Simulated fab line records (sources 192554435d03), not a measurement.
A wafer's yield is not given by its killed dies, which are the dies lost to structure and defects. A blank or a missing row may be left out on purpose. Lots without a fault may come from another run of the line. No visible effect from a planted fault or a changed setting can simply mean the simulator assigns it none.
Matching of chambers + flow n5 finfet + N5_FIN_CUT_ETCH_30 on rie diel-04 has 4 sister chambers
The step etches underlayer in N2/H2, target depth 13 nm, time 10.4 s. 30 wafers are shown with their chamber, then 12 later ones without.

== WAFERS WITH THEIR CHAMBER ==
| wafer  | chamber | drypump motor current A (A) | showerhead plenum p Torr (Torr) | etch rf on time s (s) |
|--------|---------|-----------------------------|---------------------------------|-----------------------|
| L074.1 | 1       | 5.6                         | 2.55                            | 10.1                  |
| L074.5 | 1       | 5.6                         | 2.55                            | 10.2                  |
| L074.6 | 2       | 4.8                         | 2.45                            | 10.9                  |
| L076.4 | 1       | 5.6                         | 2.55                            | 10.1                  |
| L076.5 | 2       | 4.7                         | 2.45                            | 10.9                  |
| L076.6 | 3       | 6.5                         | 2.58                            | 10.2                  |
| L077.1 | 0       | 5.3                         | 2.61                            | 10.0                  |
| L077.3 | 2       | 4.7                         | 2.45                            | 10.9                  |
| L077.6 | 0       | 5.3                         | 2.61                            | 10.1                  |
| L078.4 | 0       | 5.3                         | 2.61                            | 10.1                  |
| L078.5 | 2       | 4.7                         | 2.45                            | 10.9                  |
| L078.6 | 1       | 5.6                         | 2.55                            | 10.1                  |
| L079.1 | 1       | 5.7                         | 2.55                            | 10.1                  |
| L079.3 | 3       | 6.4                         | 2.58                            | 10.1                  |
| L079.4 | 2       | 4.7                         | 2.45                            | 11.0                  |
| L080.3 | 2       | 4.8                         | 2.45                            | 10.9                  |
| L080.4 | 3       | 6.4                         | 2.58                            | 10.1                  |
| L080.5 | 2       | 4.8                         | 2.45                            | 10.8                  |
| L084.1 | 3       | 6.4                         | 2.57                            | 10.2                  |
| L084.4 | 1       | 5.7                         | 2.54                            | 10.2                  |
| L084.6 | 2       | 4.8                         | 2.44                            | 11.0                  |
| L086.1 | 3       | 6.4                         | 2.57                            | 10.1                  |
| L086.2 | 1       | 5.6                         | 2.54                            | 10.2                  |
| L086.3 | 1       | 5.7                         | 2.54                            | 10.2                  |
| L091.2 | 0       | 5.3                         | 2.60                            | 10.2                  |
| L091.3 | 1       | 5.7                         | 2.54                            | 10.2                  |
| L091.4 | 3       | 6.4                         | 2.57                            | 10.2                  |
| L092.2 | 2       | 4.7                         | 2.44                            | 11.0                  |
| L092.4 | 1       | 5.7                         | 2.54                            | 10.4                  |
| L092.6 | 3       | 6.4                         | 2.57                            | 10.2                  |

SIGNATURES, as means of the wafers listed above
| reading                  | chamber 0 | chamber 1 | chamber 2 | chamber 3 | scatter within a chamber |
|--------------------------|-----------|-----------|-----------|-----------|--------------------------|
| drypump motor current A  | 5.300     | 5.650     | 4.744     | 6.414     | 0.0463                   |
| showerhead plenum p Torr | 2.6075    | 2.5450    | 2.4478    | 2.5743    | 0.00501                  |
| etch rf on time s        | 10.100    | 10.180    | 10.922    | 10.157    | 0.0756                   |
Rule: for a wafer and a chamber, the distance is found by dividing, reading by reading, the gap between the wafer's reading and the chamber's mean by the reading's scatter, squaring, summing and taking the root. If the next closest chamber is less than 2 further off than the closest, the wafer can't be placed; otherwise it belongs to the closest. The scatter: the root of (the sum of the squares of (reading less its chamber's mean) over the shown wafers, divided by (wafers less chambers)).

== WAFERS WITH NO CHAMBER GIVEN ==
| wafer  | drypump motor current A (A) | showerhead plenum p Torr (Torr) | etch rf on time s (s) |
|--------|-----------------------------|---------------------------------|-----------------------|
| L093.1 | 5.6                         | 2.54                            | 10.3                  |
| L093.5 | 4.7                         | 2.44                            | 10.9                  |
| L093.6 | 5.7                         | 2.54                            | 10.3                  |
| L095.1 | 4.7                         | 2.44                            | 11.0                  |
| L095.2 | 6.4                         | 2.57                            | 10.2                  |
| L095.4 | 4.8                         | 2.44                            | 11.0                  |
| L096.1 | 4.7                         | 2.44                            | 10.9                  |
| L096.3 | 6.4                         | 2.57                            | 10.2                  |
| L096.5 | 4.7                         | 2.44                            | 10.9                  |
| L097.1 | 4.8                         | 2.44                            | 10.8                  |
| L097.4 | 6.4                         | 2.56                            | 10.2                  |
| L097.5 | 6.4                         | 2.56                            | 10.2                  |

== WHICH CHAMBER EACH ONE RAN IN ==
| wafer  | from the rows above | in truth |
|--------|---------------------|----------|
| L093.1 | 1                   | 1        |
| L093.5 | 2                   | 2        |
| L093.6 | 1                   | 1        |
| L095.1 | 2                   | 2        |
| L095.2 | 3                   | 3        |
| L095.4 | 2                   | 2        |
| L096.1 | 2                   | 2        |
| L096.3 | 3                   | 3        |
| L096.5 | 2                   | 2        |
| L097.1 | 2                   | 2        |
| L097.4 | 3                   | 3        |
| L097.5 | 3                   | 3        |
Correctly placed: 12 of 12. From these rows, 0 cannot be placed. Number placed wrongly: 0.
